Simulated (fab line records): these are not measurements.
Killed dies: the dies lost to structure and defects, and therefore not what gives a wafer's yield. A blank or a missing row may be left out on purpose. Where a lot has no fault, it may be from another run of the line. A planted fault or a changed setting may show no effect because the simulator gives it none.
Matching of chambers | flow n5Finfet | N5_MOL_CONTACT_COAG_STRIP_98 on rieDiel-06: 4 sister chambers
The step strips in N2/H2. 16 wafers are shown with their chamber, then 8 later ones without.

## WAFERS, EACH WITH ITS CHAMBER
wafer  | chamber | showerheadPlenumPTorr (Torr) | throttleValvePct (%) | drypumpMotorCurrentA (A)
L080.2 | 2       | 3.19                         | 19.01                | 6.3
L080.3 | 0       | 3.51                         | 19.06                | 5.8
L080.6 | 2       | 3.19                         | 19.02                | 6.3
L082.2 | 1       | 3.35                         | 19.28                | 5.5
L082.3 | 2       | 3.18                         | 19.01                | 6.3
L082.5 | 1       | 3.35                         | 19.27                | 5.4
L085.1 | 2       | 3.18                         | 19.04                | 6.2
L085.2 | 1       | 3.34                         | 19.30                | 5.4
L085.3 | 3       | 3.22                         | 18.71                | 5.2
L086.3 | 2       | 3.18                         | 19.00                | 6.3
L086.5 | 0       | 3.50                         | 19.03                | 5.8
L086.6 | 1       | 3.34                         | 19.29                | 5.5
L087.3 | 1       | 3.34                         | 19.30                | 5.5
L087.4 | 3       | 3.22                         | 18.73                | 5.3
L087.5 | 0       | 3.50                         | 19.05                | 5.8
L091.2 | 3       | 3.21                         | 18.78                | 5.3

SIGNATURES (means of the wafers above)
reading               | chamber 0 | chamber 1 | chamber 2 | chamber 3 | scatter within a chamber
showerheadPlenumPTorr | 3.5033    | 3.3440    | 3.1840    | 3.2167    | 0.00558
throttleValvePct      | 19.0467   | 19.2880   | 19.0160   | 18.7400   | 0.0197
drypumpMotorCurrentA  | 5.800     | 5.460     | 6.280     | 5.267     | 0.0471
Rule: a wafer lies at a distance from a chamber equal to the root of the sum of squares, over the readings, of (its reading less the chamber's mean, divided by the reading's scatter). The wafer belongs to the nearest chamber; if the next one is less than 2 further off, it can't be placed. How the scatter is found: for the shown wafers, subtract from each reading the mean of its chamber, square and add these, divide the total by (wafers less chambers), then take the root.

## WAFERS WITHOUT THEIR CHAMBER
wafer  | showerheadPlenumPTorr (Torr) | throttleValvePct (%) | drypumpMotorCurrentA (A)
L091.3 | 3.49                         | 19.10                | 5.8
L091.6 | 3.21                         | 18.75                | 5.2
L093.1 | 3.49                         | 19.09                | 5.8
L093.2 | 3.58                         | 18.56                | 6.3
L093.5 | 3.58                         | 18.56                | 6.3
L097.1 | 3.20                         | 18.80                | 5.2
L097.4 | 3.58                         | 18.57                | 6.3
L097.6 | 3.33                         | 19.35                | 5.5

## THE CHAMBER EACH PASSED THROUGH
wafer  | from the rows above | in truth
L091.3 | 0                   | 0
L091.6 | 3                   | 3
L093.1 | 0                   | 0
L093.2 | 0                   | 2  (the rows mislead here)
L093.5 | 0                   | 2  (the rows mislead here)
L097.1 | 3                   | 3
L097.4 | 0                   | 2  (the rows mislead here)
L097.6 | 1                   | 1
Correct placement for 5 of the 8. Not placeable from these rows: 0. Number placed wrongly: 3.
